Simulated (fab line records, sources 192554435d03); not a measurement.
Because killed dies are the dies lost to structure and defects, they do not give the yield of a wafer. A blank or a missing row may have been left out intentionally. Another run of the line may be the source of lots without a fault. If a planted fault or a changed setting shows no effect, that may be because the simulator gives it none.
fab line records + flow n5Finfet + part 2 of 2: steps 20 to 28 of 28
record:
- lots: 5
- wafers: 15
- lastDay: 17
route steps=1938 shown BEOL_M3@935
lots untouched by any fault: they come from a run of this same line in which no faults occurred
startH: the number of hours between the record's first day and the start of the first shown wafer of the lot + waitH: hours elapsed since this lot's preceding step + " identical to the entry in the row above + L1.1+2: several wafers, shown together as one row + - no value, or no start given + * or withheld: withheld + < > ~ a bound
route shown NAME@n: names a module that has steps shown in the file, with the first one's number in the route + usual: mean and standard deviation over wafers with no fault + same: alike in all rows + chamber/n: place in a boat + sites: per-site readings + _std_site: standard deviation across them + _edge_site: mean of outer sites minus mean of inner sites + radiusMm: for every site, how far away it sits from the centre of the wafer + mask NAME#n: copy n + behind: the most recent tool/chamber to have shaped the wafer + hold: why the lot was held/for how many hours/how that ended + device: which transistor (n, p or np) failed to switch + end of line: tests of these same wafers at the route's end + a step given without rows: its recipe and nothing more + killed: dies lost to structure and defects at the first sort, not the wafer's yield + map: per-die view of a wafer (x killed, . not killed, _ where there is no die)
set.NAME: the setting as run; set.NAME@STEP: as run at that earlier step + model.NAME: the simulator's own value behind a step, which no gauge read
lots seen at some steps along the route; tables by step, rows by wafer
services: from which hour (startH, from the record's first day; less than 0 if before it) a tool's chamber was out of use, for how many hours, and why
== steps ==
step: N5_BEOL_M3_HM_OPEN_17
recipe:
- chemistry: Cl2/BCl3
- targetDepthA: 200
- overetchA: 60
- target: TiN
- maskMaterial: SOC
- ionEnergyEv: 150
- pressureMtorr: 10
- icpW: 1000
- biasW: 126
- Cl2_flow_sccm: 53.25
- bcl3FlowSccm: 21.75
- Ar_flow_sccm: 25
usual:
- biasW: 126.0/0.36
- drypumpMotorCurrentA: 5.8/0.56
- oes_ar_750_au: 0.74/0.12
- oesProductAu: 0.62/0.1
- throttleValvePct: 22.20/0.27
| lot.wafer | tool        | chamber | startH | waitH | biasW | drypumpMotorCurrentA | oes_ar_750_au | oesProductAu | rfHoursCounterH | throttleValvePct |
|-----------|-------------|---------|--------|-------|-------|----------------------|---------------|--------------|-----------------|------------------|
| L083.4    | rieMetal-03 | 0       | 203.42 | 0.1   | 126.2 | 5.9                  | 0.66          | 0.55         | -               | 22.77            |
| L083.5    | "           | 1       | "      | "     | 126.1 | 5.4                  | 0.91          | 0.74         | -               | 22.21            |
| L083.6    | "           | 0       | "      | "     | 125.9 | 5.9                  | 0.65          | 0.55         | -               | 22.76            |
| L085.2    | rieMetal-02 | 0       | 232.11 | 0.0   | 125.9 | 6.5                  | 0.93          | 0.79         | 2               | 22.11            |
| L085.4    | "           | 1       | "      | "     | 125.7 | 6.2                  | 0.61          | 0.51         | -               | 22.17            |
| L085.5    | "           | 1       | "      | "     | 126.3 | 6.2                  | 0.61          | 0.50         | -               | 22.17            |
| L086.2    | rieMetal-03 | 0       | 232.19 | 0.0   | 126.1 | 5.9                  | 0.65          | 0.56         | 99              | 22.76            |
| L086.5    | "           | 1       | "      | "     | 125.8 | 5.4                  | 0.90          | 0.74         | -               | 22.18            |
| L086.6    | "           | 0       | "      | "     | 125.2 | 5.9                  | 0.65          | 0.55         | -               | 22.75            |
| L091.1    | rieMetal-02 | 0       | 248.44 | 0.0   | 125.7 | 6.5                  | 0.92          | 0.80         | 4               | 22.10            |
| L091.3    | "           | 0       | "      | "     | 126.3 | 6.5                  | 0.91          | 0.79         | -               | 22.11            |
| L091.4    | "           | 0       | "      | "     | 126.5 | 6.5                  | 0.92          | 0.79         | -               | 22.11            |
| L097.2    | rieMetal-01 | 1       | 292.20 | 0.0   | 125.7 | 5.8                  | 0.77          | 0.66         | 47              | 21.83            |
| L097.4    | "           | 1       | "      | "     | 125.7 | 5.8                  | 0.77          | 0.66         | -               | 21.85            |
| L097.5    | "           | 1       | "      | "     | 125.5 | 5.8                  | 0.77          | 0.66         | -               | 21.83            |
step: N5_BEOL_M3_STRIP_19
recipe:
- chemistry: O2
- powerW: 400
- tempC: 40
- pressureMtorr: 30
- rfFrequencyHz: 6e+07
- biasPowerW: 0
- overashFraction: 0.2
- o2FlowSccm: 225
usual:
- drypumpMotorCurrentA: 5.5/0.38
- oesProductAu: 0.79/0.087
- rfVppV: 3.7/0.49
- showerheadPlenumPTorr: 2.11/0.069
- throttleValvePct: 16.76/0.22
| lot.wafer | tool       | chamber | startH | waitH | drypumpMotorCurrentA | oesProductAu | rfHoursCounterH | rfVppV | showerheadPlenumPTorr | throttleValvePct |
|-----------|------------|---------|--------|-------|----------------------|--------------|-----------------|--------|-----------------------|------------------|
| L083.4    | rieDiel-04 | 0       | 203.50 | 0.1   | 5.7                  | 0.84         | 60              | 3.9    | 2.07                  | 16.69            |
| L083.5    | "          | 0       | "      | "     | 5.6                  | 0.83         | -               | 3.5    | 2.07                  | 16.68            |
| L083.6    | "          | 3       | "      | "     | 5.4                  | 0.71         | -               | 2.9    | 2.19                  | 16.91            |
| L085.2    | rieDiel-02 | 2       | 232.35 | 0.2   | 5.8                  | 0.91         | 27              | 4.2    | 2.06                  | 16.31            |
| L085.4    | "          | 0       | "      | "     | 4.8                  | 0.67         | 250             | 3.8    | 2.08                  | 17.09            |
| L085.5    | "          | 0       | "      | "     | 4.7                  | 0.68         | -               | 3.6    | 2.08                  | 17.09            |
| L086.2    | rieDiel-02 | 3       | 232.39 | 0.2   | 5.7                  | 0.85         | 55              | 4.2    | 2.24                  | 16.97            |
| L086.5    | "          | 3       | "      | "     | 5.7                  | 0.86         | -               | 3.6    | 2.24                  | 16.97            |
| L086.6    | "          | 2       | "      | "     | 5.8                  | 0.90         | -               | 4.0    | 2.06                  | 16.36            |
| L091.1    | rieDiel-02 | 2       | 248.64 | 0.2   | 5.8                  | 0.90         | 34              | 3.7    | 2.06                  | 16.35            |
| L091.3    | "          | 3       | "      | "     | 5.7                  | 0.85         | 62              | 4.0    | 2.24                  | 16.99            |
| L091.4    | "          | 2       | "      | "     | 5.8                  | 0.90         | -               | 3.2    | 2.06                  | 16.36            |
| L097.2    | rieDiel-04 | 1       | 292.31 | 0.1   | 5.0                  | 0.93         | 8               | 4.1    | 2.05                  | 16.45            |
| L097.4    | "          | 3       | "      | "     | 5.4                  | 0.70         | 231             | 3.1    | 2.18                  | 16.95            |
| L097.5    | "          | 0       | "      | "     | 5.6                  | 0.81         | -               | 3.4    | 2.06                  | 16.73            |
step: N5_BEOL_M3_CD_MEAS_18
recipe:
- pitchNm: 36
- targetCdNm: 18
usual:
- cdNm: 17.9/0.38
| lot.wafer | tool     | chamber | startH | waitH | cdNm |
|-----------|----------|---------|--------|-------|------|
| L083.4    | cdSem-01 | -       | 203.57 | 0.1   | 18.0 |
| L083.5    | "        | -       | "      | "     | 17.8 |
| L083.6    | "        | -       | "      | "     | 17.7 |
| L085.2    | cdSem-02 | -       | 232.42 | 0.1   | 17.3 |
| L085.4    | "        | -       | "      | "     | 17.8 |
| L085.5    | "        | -       | "      | "     | 18.7 |
| L086.2    | cdSem-03 | -       | 232.46 | 0.1   | 18.1 |
| L086.5    | "        | -       | "      | "     | 17.4 |
| L086.6    | "        | -       | "      | "     | 17.6 |
| L091.1    | cdSem-01 | -       | 248.71 | 0.0   | 18.5 |
| L091.3    | "        | -       | "      | "     | 18.2 |
| L091.4    | "        | -       | "      | "     | 18.2 |
| L097.2    | cdSem-03 | -       | 292.38 | 0.1   | 17.9 |
| L097.4    | "        | -       | "      | "     | 18.5 |
| L097.5    | "        | -       | "      | "     | 17.9 |
step: N5_BEOL_M3_COAT_67
recipe:
- resist: SOC
- tempC: 250
- timeS: 60
- spinRpm: 1500
- resistThkNm: 60
usual:
- chillPlateTempC: 23.00/0.11
| lot.wafer | tool          | chamber | startH | waitH | chillPlateTempC |
|-----------|---------------|---------|--------|-------|-----------------|
| L083.4    | lithoTrack-01 | 0       | 203.61 | 0.0   | 23.07           |
| L083.5    | "             | 0       | "      | "     | 23.11           |
| L083.6    | "             | 0       | "      | "     | 23.19           |
| L085.2    | lithoTrack-04 | 0       | 232.46 | 0.0   | 23.02           |
| L085.4    | "             | 0       | "      | "     | 23.04           |
| L085.5    | "             | 0       | "      | "     | 23.09           |
| L086.2    | lithoTrack-01 | 0       | 232.50 | 0.0   | 22.96           |
| L086.5    | "             | 0       | "      | "     | 22.90           |
| L086.6    | "             | 0       | "      | "     | 22.87           |
| L091.1    | lithoTrack-04 | 0       | 248.75 | 0.0   | 22.92           |
| L091.3    | "             | 0       | "      | "     | 22.87           |
| L091.4    | "             | 0       | "      | "     | 22.83           |
| L097.2    | lithoTrack-01 | 0       | 292.42 | 0.0   | 22.93           |
| L097.4    | "             | 0       | "      | "     | 22.82           |
| L097.5    | "             | 0       | "      | "     | 22.96           |
step: N5_BEOL_M3_COAT_68
recipe:
- resist: SiARC
- tempC: 220
- timeS: 60
- spinRpm: 1500
- resistThkNm: 12
usual:
- chillPlateTempC: 23.02/0.11
| lot.wafer | tool          | chamber | startH | waitH | chillPlateTempC |
|-----------|---------------|---------|--------|-------|-----------------|
| L083.4    | lithoTrack-01 | 0       | -      | -     | 23.07           |
| L083.5    | "             | 0       | "      | "     | 23.12           |
| L083.6    | "             | 0       | "      | "     | 23.15           |
| L085.2    | lithoTrack-04 | 0       | -      | -     | 22.94           |
| L085.4    | "             | 0       | "      | "     | 23.15           |
| L085.5    | "             | 0       | "      | "     | 23.07           |
| L086.2    | lithoTrack-01 | 0       | -      | -     | 22.89           |
| L086.5    | "             | 0       | "      | "     | 23.07           |
| L086.6    | "             | 0       | "      | "     | 23.02           |
| L091.1    | lithoTrack-04 | 0       | -      | -     | 23.07           |
| L091.3    | "             | 0       | "      | "     | 22.99           |
| L091.4    | "             | 0       | "      | "     | 23.02           |
| L097.2    | lithoTrack-01 | 0       | -      | -     | 22.88           |
| L097.4    | "             | 0       | "      | "     | 23.10           |
| L097.5    | "             | 0       | "      | "     | 22.99           |
step: N5_BEOL_M3_COAT_76
recipe:
- resist: underlayer
- tempC: 205
- timeS: 60
- spinRpm: 1500
- resistThkNm: 5
usual:
- chillPlateTempC: 22.99/0.11
| lot.wafer | tool          | chamber | startH | waitH | chillPlateTempC |
|-----------|---------------|---------|--------|-------|-----------------|
| L083.4    | lithoTrack-01 | 0       | -      | -     | 23.07           |
| L083.5    | "             | 0       | "      | "     | 23.00           |
| L083.6    | "             | 0       | "      | "     | 22.91           |
| L085.2    | lithoTrack-04 | 0       | -      | -     | 22.85           |
| L085.4    | "             | 0       | "      | "     | 22.76           |
| L085.5    | "             | 0       | "      | "     | 22.76           |
| L086.2    | lithoTrack-01 | 0       | -      | -     | 23.04           |
| L086.5    | "             | 0       | "      | "     | 23.12           |
| L086.6    | "             | 0       | "      | "     | 22.96           |
| L091.1    | lithoTrack-04 | 0       | -      | -     | 22.91           |
| L091.3    | "             | 0       | "      | "     | 23.03           |
| L091.4    | "             | 0       | "      | "     | 23.00           |
| L097.2    | lithoTrack-01 | 0       | -      | -     | 22.98           |
| L097.4    | "             | 0       | "      | "     | 22.88           |
| L097.5    | "             | 0       | "      | "     | 23.10           |
step: N5_BEOL_M3_COAT_22
recipe:
- resist: CAR-EUV
- spinRpm: 1500
- resistThkNm: 30
usual:
- chillPlateTempC: 22.99/0.1
| lot.wafer | tool          | chamber | startH | waitH | chillPlateTempC |
|-----------|---------------|---------|--------|-------|-----------------|
| L083.4    | lithoTrack-01 | 0       | -      | -     | 23.14           |
| L083.5    | "             | 0       | "      | "     | 23.05           |
| L083.6    | "             | 0       | "      | "     | 22.93           |
| L085.2    | lithoTrack-04 | 0       | -      | -     | 22.91           |
| L085.4    | "             | 0       | "      | "     | 22.81           |
| L085.5    | "             | 0       | "      | "     | 22.88           |
| L086.2    | lithoTrack-01 | 0       | -      | -     | 22.97           |
| L086.5    | "             | 0       | "      | "     | 22.91           |
| L086.6    | "             | 0       | "      | "     | 22.88           |
| L091.1    | lithoTrack-04 | 0       | -      | -     | 22.95           |
| L091.3    | "             | 0       | "      | "     | 22.82           |
| L091.4    | "             | 0       | "      | "     | 23.08           |
| L097.2    | lithoTrack-01 | 0       | -      | -     | 23.09           |
| L097.4    | "             | 0       | "      | "     | 22.97           |
| L097.5    | "             | 0       | "      | "     | 23.04           |
step: N5_BEOL_M3_EBR_24
recipe:
- solvent: PGMEA
- ebrWidthMm: 1.5
usual:
- chillPlateTempC: 22.99/0.1
| lot.wafer | tool          | chamber | startH | waitH | chillPlateTempC |
|-----------|---------------|---------|--------|-------|-----------------|
| L083.4    | lithoTrack-01 | 0       | -      | -     | 22.93           |
| L083.5    | "             | 0       | "      | "     | 22.83           |
| L083.6    | "             | 0       | "      | "     | 22.89           |
| L085.2    | lithoTrack-04 | 0       | -      | -     | 22.99           |
| L085.4    | "             | 0       | "      | "     | 23.00           |
| L085.5    | "             | 0       | "      | "     | 22.97           |
| L086.2    | lithoTrack-01 | 0       | -      | -     | 23.08           |
| L086.5    | "             | 0       | "      | "     | 22.88           |
| L086.6    | "             | 0       | "      | "     | 23.15           |
| L091.1    | lithoTrack-04 | 0       | -      | -     | 22.92           |
| L091.3    | "             | 0       | "      | "     | 22.98           |
| L091.4    | "             | 0       | "      | "     | 23.00           |
| L097.2    | lithoTrack-01 | 0       | -      | -     | 22.97           |
| L097.4    | "             | 0       | "      | "     | 22.92           |
| L097.5    | "             | 0       | "      | "     | 22.94           |
step: N5_BEOL_M3_SOFTBAKE_23
recipe:
- tempC: 110
- timeS: 60
- resist: CAR-EUV
usual:
- chillPlateTempC: 22.99/0.11
| lot.wafer | tool          | chamber | startH | waitH | chillPlateTempC |
|-----------|---------------|---------|--------|-------|-----------------|
| L083.4    | lithoTrack-01 | 0       | -      | -     | 22.93           |
| L083.5    | "             | 0       | "      | "     | 23.01           |
| L083.6    | "             | 0       | "      | "     | 23.18           |
| L085.2    | lithoTrack-04 | 0       | -      | -     | 23.09           |
| L085.4    | "             | 0       | "      | "     | 22.84           |
| L085.5    | "             | 0       | "      | "     | 23.17           |
| L086.2    | lithoTrack-01 | 0       | -      | -     | 23.10           |
| L086.5    | "             | 0       | "      | "     | 23.01           |
| L086.6    | "             | 0       | "      | "     | 23.02           |
| L091.1    | lithoTrack-04 | 0       | -      | -     | 22.98           |
| L091.3    | "             | 0       | "      | "     | 23.04           |
| L091.4    | "             | 0       | "      | "     | 22.96           |
| L097.2    | lithoTrack-01 | 0       | -      | -     | 23.04           |
| L097.4    | "             | 0       | "      | "     | 23.00           |
| L097.5    | "             | 0       | "      | "     | 22.95           |
== services ==
| tool          | chamber | startH | hours | kind                        |
|---------------|---------|--------|-------|-----------------------------|
| euvScanner-02 | -       | 179.40 | 1.0   | pm                          |
| euvScanner-02 | -       | 197.00 | 5.8   | pm                          |
| rieMetal-02   | 0       | 197.32 | -     | clean                       |
| rieMetal-02   | 0       | 197.32 | 13.0  | scheduledDown               |
| rieMetal-02   | 0       | 197.32 | 13.0  | ventCycle                   |
| euvScanner-01 | -       | 220.16 | 1.0   | pm                          |
| rieDiel-04    | 0       | 222.79 | 11.3  | repair                      |
| rieDiel-04    | 2       | 228.08 | 2.4   | repair                      |
| rieDiel-02    | 0       | 234.65 | -     | clean                       |
| rieDiel-02    | 0       | 234.65 | -     | consumableReplace:focusRing |
| rieDiel-02    | 0       | 234.65 | 19.3  | scheduledDown               |
| rieDiel-02    | 0       | 234.65 | 19.3  | ventCycle                   |
| euvScanner-02 | -       | 235.55 | 1.0   | pm                          |
| rieMetal-01   | 1       | 235.56 | 4.2   | repair                      |
| euvScanner-02 | 0       | 241.10 | -     | calibration                 |
| rieMetal-02   | 1       | 246.69 | -     | clean                       |
| rieDiel-04    | 1       | 249.86 | -     | clean                       |
| rieDiel-04    | 1       | 249.86 | -     | consumableReplace:focusRing |
| rieDiel-04    | 1       | 249.86 | 12.2  | scheduledDown               |
| rieDiel-04    | 1       | 249.86 | 12.2  | ventCycle                   |
| euvScanner-02 | -       | 264.21 | 4.6   | pm                          |
| euvScanner-01 | -       | 276.31 | 1.0   | pm                          |
| rieMetal-02   | -       | 279.08 | 0.3   | repair                      |
| euvScanner-01 | -       | 290.95 | 4.6   | pm                          |
